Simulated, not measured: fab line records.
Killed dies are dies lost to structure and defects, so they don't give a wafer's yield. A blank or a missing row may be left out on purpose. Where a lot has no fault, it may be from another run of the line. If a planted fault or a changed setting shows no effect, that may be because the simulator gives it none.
Matching of chambers | flow nand harc | 4 sister chambers for NHARC_P_M2_ETCH_35 on rie diel-10
The step etches the open film in N2/H2, target depth 40 nm, overetch 12 nm, time 43.94 s. 4 wafers are shown with their chamber, then 8 later ones without.

WAFERS WITH THEIR CHAMBER
wafer  | chamber | drypump motor current A (A)
L516.1 | 3       | 6.3
L518.1 | 1       | 5.6
L518.4 | 0       | 6.1
L520.1 | 2       | 5.1

WAFERS WITH NO CHAMBER GIVEN
wafer  | drypump motor current A (A)
L520.4 | 5.6
L520.5 | 5.1
L532.3 | 6.0
L532.5 | 5.1
L532.6 | 5.6
L535.4 | 5.7
L535.5 | 5.1
L535.6 | 5.6

WHICH CHAMBER EACH ONE RAN IN
wafer  | from the rows above | in truth
L520.4 | 1                   | 1
L520.5 | 2                   | 2
L532.3 | 0                   | 0
L532.5 | 2                   | 2
L532.6 | 1                   | 1
L535.4 | 1                   | 1
L535.5 | 2                   | 2
L535.6 | 1                   | 1
Correctly placed: 8 of 8. Left unplaced by these rows: 0. 0 placed wrongly.
How it was worked out, from the rows above alone: a wafer's distance from a chamber is the root of the sum, over the readings, of the square of ((its reading less the chamber's mean) divided by the reading's scatter). If the next closest chamber is less than 2 further off than the closest, the wafer can't be placed; otherwise it belongs to the closest. A chamber's mean is the mean of its shown wafers. The scatter: with one shown wafer a chamber, the root of the mean of the squares of how far each hidden wafer lies from its nearest shown one.
